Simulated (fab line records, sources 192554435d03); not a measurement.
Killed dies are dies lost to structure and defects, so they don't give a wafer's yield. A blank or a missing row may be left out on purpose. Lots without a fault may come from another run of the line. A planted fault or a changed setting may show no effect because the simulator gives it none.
fab line records | flow n5_finfet
record lots=9 wafers=27 last_day=16
route steps=1938 shown MOL_CONTACT_COAG@602 BEOL_M0_SAQP@636 BEOL_M4@1111 PASSIVATION@1936
lots that met no fault: from a run of the same line without faults
start_h: hours from the record's first day to the start of the lot's first wafer shown | wait_h: hours since the lot's step before | " the same as in the row above | L1.1+2: a row that stands for several wafers | - no value, or no start given | * or withheld: withheld | < > ~ a bound
route shown NAME@n: a module of which the file shows steps, and the number in the route of the first | usual: mean/standard deviation of fault-free wafers | same: alike in all rows | chamber/n: place in a boat | sites: the reading at each site | _std_site: their standard deviation | _edge_site: outer sites' mean less inner sites' | radius_mm: how far each site lies from the wafer's centre | mask NAME#n: copy n | behind: the tool/chamber that last shaped the wafer | hold: why the lot was held/for how many hours/how that ended | device: the transistor (n, p or np) that didn't switch | end of line: the same wafers' tests at the end of the route | a step without rows: its recipe alone | killed: dies lost to structure and defects at the first sort, not the wafer's yield | map: a wafer's dies, x killed, . not, _ none there
set.NAME: the setting as run; set.NAME@STEP: as run at that earlier step | model.NAME: the simulator's own value behind a step, which no gauge read
steps of the route over a sample of lots; a table a step, a row a wafer
services: from which hour (start_h, from the record's first day; less than 0 if before it) a tool's chamber was out of use, for how many hours, and why
## steps
# step N5_MOL_CONTACT_COAG_CD_MEAS_40
# recipe target_cd_nm=25.1 landing_energy_ev=500 detector=se_inlens polarity=opening
# usual cd_nm=25.11/0.23
# columns lot.wafer tool chamber start_h wait_h cd_nm
L354.1 cd_sem-01 0 112.56 - 25.10
L354.4 " 0 " " 25.23
L354.6 " 0 " " 24.87
L355.2 cd_sem-03 0 118.01 - 25.05
L355.3 " 0 " " 25.17
L355.5 " 0 " " 25.04
L356.1 cd_sem-03 0 124.05 - 25.12
L356.2 " 0 " " 25.34
L356.5 " 0 " " 25.19
L358.1 cd_sem-03 0 137.80 - 25.21
L358.4 " 0 " " 25.04
L358.5 " 0 " " 25.30
L363.1 cd_sem-01 0 168.66 - 25.19
L363.2 " 0 " " 25.23
L363.3 " 0 " " 25.10
L368.1 cd_sem-03 0 194.64 - 24.76
L368.3 " 0 " " 24.82
L368.4 " 0 " " 25.15
L371.2 cd_sem-02 0 211.71 - 25.23
L371.5 " 0 " " 25.26
L371.6 " 0 " " 25.46
L372.3 cd_sem-02 0 224.28 - 24.60
L372.4 " 0 " " 25.05
L372.5 " 0 " " 25.31
L373.1 cd_sem-01 0 226.51 - 24.87
L373.2 " 0 " " 24.94
L373.6 " 0 " " 25.02
# step N5_MOL_CONTACT_COAG_STRIP_49
# recipe chemistry=N2/H2 time_s=30 power_w=1000 temp_c=250 pressure_mtorr=withheld n2_flow_sccm=1750 h2_flow_sccm=3250
# usual drypump_motor_current_A=5.40/0.16 heater_power_w=342/36
# columns lot.wafer tool chamber start_h wait_h drypump_motor_current_A heater_power_w rf_hours_counter_h
L354.1 plasma_asher-01 1 113.38 - 5.57 380 44
L354.4 " 1 " " 5.57 376 -
L354.6 " 1 " " 5.58 362 -
L355.2 plasma_asher-02 1 120.26 - 5.33 299 95
L355.3 " 0 " " 5.50 373 -
L355.5 " 1 " " 5.31 292 -
L356.1 plasma_asher-02 1 125.04 - 5.34 304 96
L356.2 " 0 " " 5.53 375 96
L356.5 " 0 " " 5.52 375 -
L358.1 plasma_asher-02 0 138.60 - 5.51 383 98
L358.4 " 0 " " 5.51 380 -
L358.5 " 0 " " 5.51 378 -
L363.1 plasma_asher-01 1 169.98 - 5.60 381 56
L363.2 " 0 " " 5.18 332 56
L363.3 " 1 " " 5.57 371 -
L368.1 plasma_asher-02 0 195.71 - 5.52 378 108
L368.3 " 1 " " 5.30 292 -
L368.4 " 0 " " 5.50 374 -
L371.2 plasma_asher-01 0 212.55 - 5.18 318 68
L371.5 " 1 " " 5.56 371 -
L371.6 " 0 " " 5.17 327 -
L372.3 plasma_asher-01 0 225.40 - 5.16 324 -
L372.4 " 1 " " 5.58 381 -
L372.5 " 1 " " 5.57 378 -
L373.1 plasma_asher-02 0 227.31 - 5.53 369 113
L373.2 " 1 " " 5.28 295 113
L373.6 " 0 " " 5.53 372 -
# step N5_MOL_CONTACT_COAG_CMP_52
# recipe stop_on=SiO2 t_overpolish_s=1.5 post_cmp_clean=w_dilute_nh4oh down_force_psi=4 platen_rpm=50.289 pad_velocity_m_s=1.0006 target_thk_nm=66.5
# usual edge_zone_pressure_frac=1.000/0.0047 head_pressure_psi=4.000/0.0087 motor_current_A=12.2/1.2 overpolish_run_s=1.500/0.0093 time_to_endpoint_s=13.1/1.9
# columns lot.wafer tool chamber start_h wait_h edge_zone_pressure_frac head_pressure_psi motor_current_A overpolish_run_s time_to_endpoint_s
L354.4 cmp-01 1 114.18 0.2 0.999 3.996 11.8 1.497 12.9
L354.1 " 2 " " 1.003 4.019 10.7 1.497 7.1
L354.6 " 0 " " 1.004 4.020 11.9 1.502 10.7
L355.2 cmp-04 2 120.90 0.1 1.000 4.003 10.9 1.498 11.6
L355.3 " 0 " " 1.001 4.003 11.6 1.496 11.4
L355.5 " 1 " " 0.990 3.991 12.2 1.501 11.7
L356.2 cmp-02 1 125.64 0.0 1.005 3.995 12.4 1.509 14.5
L356.1 " 2 " " 1.003 4.002 10.9 1.511 13.1
L356.5 " 1 " " 0.994 3.998 13.0 1.495 15.4
L358.1 cmp-02 2 139.27 0.1 1.006 4.011 11.0 1.492 10.3
L358.4 " 3 " " 1.001 3.999 11.5 1.505 10.2
L358.5 " 0 " " 0.995 4.014 13.2 1.494 10.7
L363.2 cmp-02 2 170.58 0.0 0.993 3.992 11.2 1.485 14.7
L363.3 " 0 " " 1.002 4.009 13.0 1.509 11.4
L363.1 " 1 " " 0.999 4.000 13.0 1.492 16.2
L368.3 cmp-04 1 196.31 0.0 0.998 3.997 12.0 1.484 12.4
L368.1 " 3 " " 0.991 4.000 14.9 1.501 12.1
L368.4 " 0 " " 0.989 4.014 12.5 1.493 10.2
L371.2 cmp-01 0 213.23 0.1 - - - - -
L371.6 " 2 " " - - - - -
L371.5 " 3 " " - - - - -
L372.3 cmp-01 0 226.06 0.1 - - - - -
L372.4 " 1 " " - - - - -
L372.5 " 2 " " - - - - -
L373.1 cmp-02 0 227.91 0.0 - - - - -
L373.2 " 1 " " - - - - -
L373.6 " 0 " " - - - - -
# step N5_MOL_CONTACT_COAG_THK_MEAS_53
# recipe reads=SiO2_of_MOL_CONTACT_COAG_PECVD_31
# usual VIA_MOL_THK=43.8/0.54
# columns lot.wafer tool chamber start_h wait_h VIA_MOL_THK[nm]
L354.1 film_metro-02 - 114.40 - 43.8
L354.4 " - " " 44.2
L354.6 " - " " 44.6
L355.2 film_metro-01 - 121.16 - 43.6
L355.3 " - " " 43.4
L355.5 " - " " 43.9
L356.1 film_metro-02 - 125.94 - 43.5
L356.2 " - " " 43.2
L356.5 " - " " 43.9
L358.1 film_metro-01 - 139.49 - 44.4
L358.4 " - " " 44.5
L358.5 " - " " 44.3
L363.1 film_metro-01 - 170.88 - 43.5
L363.2 " - " " 43.8
L363.3 " - " " 44.2
L368.1 film_metro-02 - 196.60 - 43.5
L368.3 " - " " 43.0
L368.4 " - " " 43.9
L371.2 film_metro-01 - 213.45 0.2 -
L371.5 " - " " -
L371.6 " - " " -
L372.3 film_metro-02 - 226.28 0.2 -
L372.4 " - " " -
L372.5 " - " " -
L373.1 film_metro-02 - 228.21 0.3 -
L373.2 " - " " -
L373.6 " - " " -
# step N5_MOL_CONTACT_COAG_INSPECT_97
# recipe inspect_instrument=darkfield mode=post_anneal
# usual raw_defect_count=43/16
# columns lot.wafer tool chamber start_h wait_h raw_defect_count
L354.1 defect_inspect-02 - 118.81 0.0 75
L354.4 " - " " 32
L354.6 " - " " 27
L355.2 defect_inspect-02 - 141.50 0.0 59
L355.3 " - " " 23
L355.5 " - " " 42
L356.1 defect_inspect-02 - 141.78 0.3 40
L356.2 " - " " 50
L356.5 " - " " 38
L358.1 defect_inspect-02 - 144.48 0.0 62
L358.4 " - " " 82
L358.5 " - " " 51
L363.1 defect_inspect-01 - 173.94 0.0 43
L363.2 " - " " 42
L363.3 " - " " 63
L368.1 defect_inspect-02 - 199.88 0.0 71
L368.3 " - " " 42
L368.4 " - " " 35
L371.2 defect_inspect-02 - 218.86 0.1 1286
L371.5 " - " " 1238
L371.6 " - " " 1355
L372.3 defect_inspect-02 - 229.37 0.1 1204
L372.4 " - " " 1236
L372.5 " - " " 1160
L373.1 defect_inspect-02 - 232.35 0.0 1250
L373.2 " - " " 1268
L373.6 " - " " 1262
# step N5_BEOL_M0_SAQP_PECVD_96
# recipe material=a-Si target_thk_a=450 temp_c=350 precursor=SiH4/He pressure_torr=3 rf_w=100 time_s=45.2
# usual heater_power_w=624/69 showerhead_plenum_p_Torr=5.68/0.037 throttle_valve_pct=18.3/0.73
# columns lot.wafer tool chamber start_h wait_h heater_power_w showerhead_plenum_p_Torr throttle_valve_pct
L354.1 pecvd-01 1 119.37 0.0 755 5.72 18.5
L354.4 " 1 " " 746 5.71 18.3
L354.6 " 2 " " 599 5.72 18.8
L355.2 pecvd-03 2 142.21 0.0 528 5.65 17.0
L355.3 " 1 " " 710 5.76 18.8
L355.5 " 2 " " 546 5.65 17.1
L356.1 pecvd-01 2 142.34 0.0 595 5.71 18.7
L356.2 " 1 " " 700 5.73 18.5
L356.5 " 0 " " 556 5.64 17.3
L358.1 pecvd-02 1 145.56 0.0 628 5.67 18.2
L358.4 " 2 " " 585 5.69 17.5
L358.5 " 0 " " 711 5.68 19.4
L363.1 pecvd-02 2 174.83 0.0 617 5.68 17.8
L363.2 " 0 " " 674 5.66 19.3
L363.3 " 1 " " 585 5.66 18.7
L368.1 pecvd-01 0 203.29 0.0 553 5.63 17.5
L368.3 " 2 " " 667 5.72 18.5
L368.4 " 0 " " 565 5.64 17.5
# step N5_BEOL_M4_RC_MEAS_101
# usual DIBL_N=35.8/1.8 DIBL_P=35.6/2 IOFF_N=0.148/0.028 IOFF_P=0.20/0.034 ION_N=672/12 ION_P=462/8.5 SS_N=71.2/0.65 SS_P=73.1/0.67 VT_N=251/3.3 VT_P=-251/3.8
# columns lot.wafer tool chamber start_h wait_h DIBL_N[mV/V] DIBL_P[mV/V] IOFF_N[nA/um] IOFF_P[nA/um] ION_N[uA/um] ION_P[uA/um] SS_N[mV/dec] SS_P[mV/dec] VT_N[mV] VT_P[mV]
L354.1 prober-01 0 168.26 0.0 35.3 35.9 0.161 0.22 685 471 71.8 73.3 252 -248
L354.4 " 0 " " 34.6 34.8 0.154 0.20 675 462 71.3 73.1 250 -248
L354.6 " 0 " " 35.5 35.3 0.159 0.22 682 471 72.4 72.5 252 -248
L355.2 prober-01 0 192.61 0.2 36.3 34.1 0.138 0.20 662 464 71.5 73.2 253 -248
L355.3 " 0 " " 36.9 34.5 0.141 0.21 675 469 70.9 73.8 253 -248
L355.5 " 0 " " 38.3 36.7 0.175 0.24 677 468 71.1 73.7 247 -248
L356.1 prober-01 0 199.23 0.0 36.3 37.7 0.161 0.19 686 464 71.5 72.9 250 -256
L356.2 " 0 " " 35.4 38.2 0.152 0.20 674 463 71.5 72.6 252 -254
L356.5 " 0 " " 36.7 37.9 0.165 0.19 671 461 71.0 73.1 250 -256
L358.1 prober-02 0 203.75 0.0 33.2 32.1 0.111 0.16 667 459 70.4 72.0 254 -256
L358.4 " 0 " " 34.2 33.6 0.129 0.19 674 467 70.5 72.8 250 -250
L358.5 " 0 " " 34.0 32.3 0.116 0.16 655 453 70.5 72.6 254 -253
L363.1 prober-01 0 231.54 0.0 35.1 34.7 0.135 0.18 666 458 71.8 71.9 252 -251
L363.2 " 0 " " 35.3 35.3 0.146 0.18 673 456 71.5 72.5 249 -251
L363.3 " 0 " " 34.7 34.5 0.150 0.18 697 468 70.6 72.7 248 -251
L368.1 prober-01 0 262.51 0.0 37.7 38.3 0.189 0.22 685 463 71.8 74.0 249 -252
L368.3 " 0 " " 34.0 33.9 0.121 0.17 668 460 71.3 72.1 255 -254
L368.4 " 0 " " 33.2 32.5 0.106 0.14 656 452 70.4 72.6 255 -257
# step N5_PASSIVATION_PROBE_49
# usual defect_limited_yield=91.3/1.5 killed_at_M0_to_M3=34/11 killed_at_M4_up=14/6.1 killed_at_contacts=12/5.9 killed_at_front_end=39/11 killed_at_other=4/3.3 killed_dies=102/18 killed_on_rim=13/3.8 killed_open=67/13 killed_short=33/7.9 sort_bin_5_function=5.1/1 sort_bin_6_memory=3.3/0.7 sort_n_pass=1077/19 sort_yield_pct=91.3/1.6
# same gross_dies=1180 killed_at_back_side=0 sort_bin_4_leakage[%]=0 sort_bin_8_speed[%]=0
# columns lot.wafer tool chamber start_h wait_h defect_limited_yield[%] killed_at_M0_to_M3 killed_at_M4_up killed_at_contacts killed_at_front_end killed_at_other killed_dies killed_on_rim killed_open killed_short sort_bin_5_function[%] sort_bin_6_memory[%] sort_n_pass sort_yield_pct[%]
L371.2 prober-01 - 382.66 0.1 0 45 13 1078 33 11 1180 152 73 42 5.8 3.5 0 0
L371.5 prober-01 - 382.81 0.2 0 41 12 1091 33 3 1180 152 62 30 4.2 3.4 0 0
L371.6 prober-01 - 382.86 0.3 0 41 17 1087 32 3 1180 152 58 34 3.9 3.8 0 0
L372.3 prober-02 - 386.02 0.1 0 18 25 1108 25 4 1180 152 61 27 4.4 2.7 0 0
L372.4 prober-02 - 386.07 0.2 0 27 12 1109 30 2 1180 152 76 22 5.1 3.0 0 0
L372.5 prober-02 - 386.12 0.2 0 32 20 1104 23 1 1180 152 69 36 5.7 3.0 0 0
L373.1 prober-01 - 386.67 0.0 0 33 3 1117 25 2 1180 152 42 27 3.3 2.5 0 0
L373.2 prober-01 - 386.72 0.1 0 32 10 1116 20 2 1180 152 53 22 3.8 2.5 0 0
L373.6 prober-01 - 386.92 0.3 0 35 4 1083 54 4 1180 152 74 42 5.6 3.9 0 0
# killed by level:class
L371.2 MOL_CONTACT_COAG:area_cmp=1065 BEOL_M2:geometric_particle:open=13 MOL_CONTACT_COAG:geometric_particle:open=12 BEOL_M2:geometric_particle:short=12 BEOL_M3:geometric_particle:open=11 BEOL_M4:geometric_particle:open=9 PASS1_CAP:geometric_particle:short=7 FIN_SAQP:geometric_particle:open=5
L371.5 MOL_CONTACT_COAG:area_cmp=1087 BEOL_M1:geometric_particle:open=9 STI_FIN_REVEAL:geometric_particle:open=8 BEOL_M0_SAQP:geometric_particle:short=7 BEOL_M3:geometric_particle:open=7 FIN_SAQP:geometric_particle:open=6 BEOL_M2:geometric_particle:short=6 BEOL_M4:geometric_particle:open=6
L371.6 MOL_CONTACT_COAG:area_cmp=1085 BEOL_M2:geometric_particle:open=12 FIN_SAQP:geometric_particle:short=7 STI_FIN_REVEAL:geometric_particle:open=7 BEOL_M0_SAQP:geometric_particle:short=7 BEOL_M0_SAQP:geometric_particle:open=6 BEOL_M3:geometric_particle:open=6 FIN_SAQP:geometric_particle:open=5
L372.3 MOL_CONTACT_COAG:area_cmp=1092 BEOL_M4:geometric_particle:open=15 MOL_CONTACT_COAG:geometric_particle:open=11 FIN_SAQP:geometric_particle:open=7 BEOL_M3:geometric_particle:open=7 FIN_SAQP:geometric_particle:short=5 MOL_CONTACT_COAG:geometric_particle:short=5 BEOL_M0_SAQP:geometric_particle:open=3
L372.4 MOL_CONTACT_COAG:area_cmp=1082 MOL_CONTACT_COAG:geometric_particle:open=23 FIN_SAQP:geometric_particle:open=14 BEOL_M1:geometric_particle:open=10 BEOL_M4:geometric_particle:open=8 BEOL_M0_SAQP:geometric_particle:open=6 MOL_CONTACT_COAG:geometric_particle:short=4 BEOL_M0_SAQP:geometric_particle:short=4
L372.5 MOL_CONTACT_COAG:area_cmp=1074 MOL_CONTACT_COAG:geometric_particle:open=21 MOL_CONTACT_COAG:geometric_particle:short=9 BEOL_M3:geometric_particle:open=8 BEOL_M4:geometric_particle:open=8 FIN_SAQP:geometric_particle:short=6 BEOL_M2:geometric_particle:open=6 BEOL_M0:geometric_particle:open=5
L373.1 MOL_CONTACT_COAG:area_cmp=1111 BEOL_M0_SAQP:geometric_particle:short=8 BEOL_M1:geometric_particle:open=7 BEOL_M0_SAQP:geometric_particle:open=5 STI_FIN_REVEAL:geometric_particle:open=4 MOL_CONTACT_COAG:geometric_particle:open=4 STARTING-WAFER:geometric_particle:open=4 FIN_SAQP:geometric_particle:open=3
L373.2 MOL_CONTACT_COAG:area_cmp=1105 BEOL_M0_SAQP:geometric_particle:short=10 MOL_CONTACT_COAG:geometric_particle:open=9 BEOL_M0_SAQP:geometric_particle:open=7 BEOL_M1:geometric_particle:open=6 DUMMY_GATE:geometric_particle:open=5 FIN_SAQP:geometric_particle:open=4 FIN_SAQP:geometric_particle:short=3
L373.6 MOL_CONTACT_COAG:area_cmp=1063 FIN_SAQP:geometric_particle:open=16 BEOL_M0_SAQP:geometric_particle:open=15 MOL_CONTACT_COAG:geometric_particle:open=15 BEOL_M0_SAQP:geometric_particle:short=15 STI_FIN_REVEAL:geometric_particle:open=11 GATE_CUT:geometric_particle:short=6 FIN_SAQP:geometric_particle:short=6
## services
# columns tool chamber start_h hours kind
cmp-01 - 90.69 0.4 repair
cmp-04 - 103.78 12.7 repair
cmp-02 - 116.60 4.0 pm
cmp-02 - 120.60 - consumable_replace:conditioner
cmp-02 - 120.60 - consumable_replace:pad
pecvd-01 - 124.78 0.8 repair
cmp-02 - 136.64 2.2 repair
cmp-04 - 146.70 6.9 pm
cmp-01 - 153.65 4.2 pm
cmp-01 - 157.95 2.1 repair
pecvd-01 1 167.18 4.5 repair
cmp-01 - 189.59 0.3 repair
cmp-01 - 193.67 4.0 pm
plasma_asher-02 - 195.77 10.0 pm
cmp-01 - 197.67 - consumable_replace:conditioner
cmp-01 - 197.67 - consumable_replace:pad
cmp-04 - 206.70 4.0 pm
pecvd-02 1 207.07 5.5 scheduled_down
cmp-02 - 208.01 1.8 repair
cmp-04 - 210.70 - consumable_replace:conditioner
cmp-04 - 217.95 6.5 repair
cmp-01 - 218.47 1.5 repair
plasma_asher-01 - 218.64 0.6 repair
pecvd-01 - 219.34 6.0 pm
## key
first_sign step=N5_MOL_CONTACT_COAG_CMP_52 reading=tool_record direction=missing
effect step=N5_MOL_CONTACT_COAG_THK_MEAS_53 reading=VIA_MOL_THK direction=missing
effect step=N5_MOL_CONTACT_COAG_INSPECT_97 reading=raw_defect_count direction=up sigmas=78 usual=43 struck=1251
effect step=N5_PASSIVATION_PROBE_49 reading=killed_at_contacts direction=up sigmas=99+ usual=12 struck=1099
more_kills_born_at N5_MOL_CONTACT_COAG_CMP_52@cmp-01=6478 N5_MOL_CONTACT_COAG_CMP_52@cmp-02=3275
met_at N5_MOL_CONTACT_COAG_CMP_52
struck_lots L371,L372,L373
later_rows_left_out L371.2,L371.5,L371.6,L372.3,L372.4,L372.5,L373.1,L373.2,L373.6
not_acting_at N5_MOL_CONTACT_COAG_CD_MEAS_40,N5_MOL_CONTACT_COAG_STRIP_49,N5_BEOL_M0_SAQP_PECVD_96
onset_between 170.58 213.23
fault kind=skipped_step_whole tool=cmp-01,cmp-02 chamber=- onset_h=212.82 steps=N5_MOL_CONTACT_COAG_CMP_52 scope=struck_lots_only
# later_rows_left_out: the simulator's readings of these wafers behind a module that went badly wrong aren't trusted and aren't shown, but for the sort
